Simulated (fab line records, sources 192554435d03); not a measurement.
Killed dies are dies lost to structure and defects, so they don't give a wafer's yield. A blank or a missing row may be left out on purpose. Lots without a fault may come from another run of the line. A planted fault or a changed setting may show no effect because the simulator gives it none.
Which tool did it? | flow n5_finfet | 9 lots, 25 wafers sampled, at 4 steps of a route of 1938

WHAT THE GAUGES READ, wafer by wafer
N5_FIN_SAQP_OCD_MEAS_76.
lot  | measured    | on     | trench_depth_nm (nm)
L261 | day 3 02:06 | ocd-01 | 121.0 119.0 118.4
L262 | day 3 08:08 | ocd-01 | 124.5 116.0
L267 | day 4 15:49 | ocd-02 | 119.8 124.1 119.9
L269 | day 5 04:05 | ocd-01 | 122.5 119.2 120.7
L273 | day 6 03:50 | ocd-02 | 121.9 123.0 122.0
L275 | day 6 15:01 | ocd-02 | 119.6 121.5 118.5
L276 | day 6 21:12 | ocd-02 | 118.4 119.5
L277 | day 7 04:11 | ocd-02 | 121.0 119.2 121.7
L279 | day 7 15:12 | ocd-01 | 120.4 122.0 123.4

WHICH TOOL RAN EACH LOT (tool, then ch and the chambers of the sampled wafers, then the start)
lot  | N5_FIN_SAQP_ETCH_34               | N5_FIN_SAQP_ETCH_64             | N5_FIN_SAQP_FIN_ETCH_36
L261 | rie_diel-05 ch 0,1,3, day 3 01:40 | rie_si-01 ch 0,1,3, day 3 01:52 | rie_si-01 ch 0,1,3, day 3 01:53
L262 | rie_diel-06 ch 0,2, day 3 07:43   | rie_si-04 ch 0,2, day 3 07:54   | rie_si-04 ch 0,2, day 3 07:55
L267 | rie_diel-01 ch 1,2, day 4 15:23   | rie_si-04 ch 0,1, day 4 15:35   | rie_si-04 ch 0,1, day 4 15:36
L269 | rie_diel-05 ch 0,2, day 5 03:39   | rie_si-04 ch 0,1,3, day 5 03:50 | rie_si-04 ch 0,1,3, day 5 03:52
L273 | rie_diel-06 ch 0,2,3, day 6 03:25 | rie_si-06 ch 0,1, day 6 03:36   | rie_si-06 ch 0,1, day 6 03:37
L275 | rie_diel-05 ch 2,3, day 6 14:35   | rie_si-06 ch 1,2,3, day 6 14:47 | rie_si-06 ch 1,2,3, day 6 14:48
L276 | rie_diel-01 ch 1,2, day 6 20:46   | rie_si-06 ch 2,3, day 6 20:58   | rie_si-06 ch 2,3, day 6 20:59
L277 | rie_diel-01 ch 1,2,3, day 7 03:45 | rie_si-06 ch 0,2,3, day 7 03:56 | rie_si-06 ch 0,2,3, day 7 03:58
L279 | rie_diel-01 ch 0,1, day 7 14:46   | rie_si-06 ch 1,2, day 7 14:58   | rie_si-06 ch 1,2, day 7 14:59
- N5_FIN_SAQP_ETCH_34: etches SiO2 in C4F6/O2, target depth 45 nm, time 15 s.
- N5_FIN_SAQP_ETCH_64: etches SiO2 in CF4, target depth 1.5 nm.
- N5_FIN_SAQP_FIN_ETCH_36: etches the open film in HBr/Cl2/O2, target depth 120 nm, time 50.4 s.

THE ANSWER, worked out from the rows above alone
Rule: what is usual is taken from the lots themselves. Put in order of their means at a reading, lots are off if they are a third of the lots or fewer, leave a main group of 4 or more, and stand apart from it by a gap of 3 or more times the standard deviation of the main group's means; of several such gaps the widest counts. A main group whose means are all the same, to the digits that the tables above print for the reading, isn't used. A lot without any number at a reading at which 4 lots or more have one is off too. The other lots that the step has rows for count as sound.
No lot is off at any reading shown: from this, nothing can be told.

WHAT THE SIMULATOR HAD PUT IN
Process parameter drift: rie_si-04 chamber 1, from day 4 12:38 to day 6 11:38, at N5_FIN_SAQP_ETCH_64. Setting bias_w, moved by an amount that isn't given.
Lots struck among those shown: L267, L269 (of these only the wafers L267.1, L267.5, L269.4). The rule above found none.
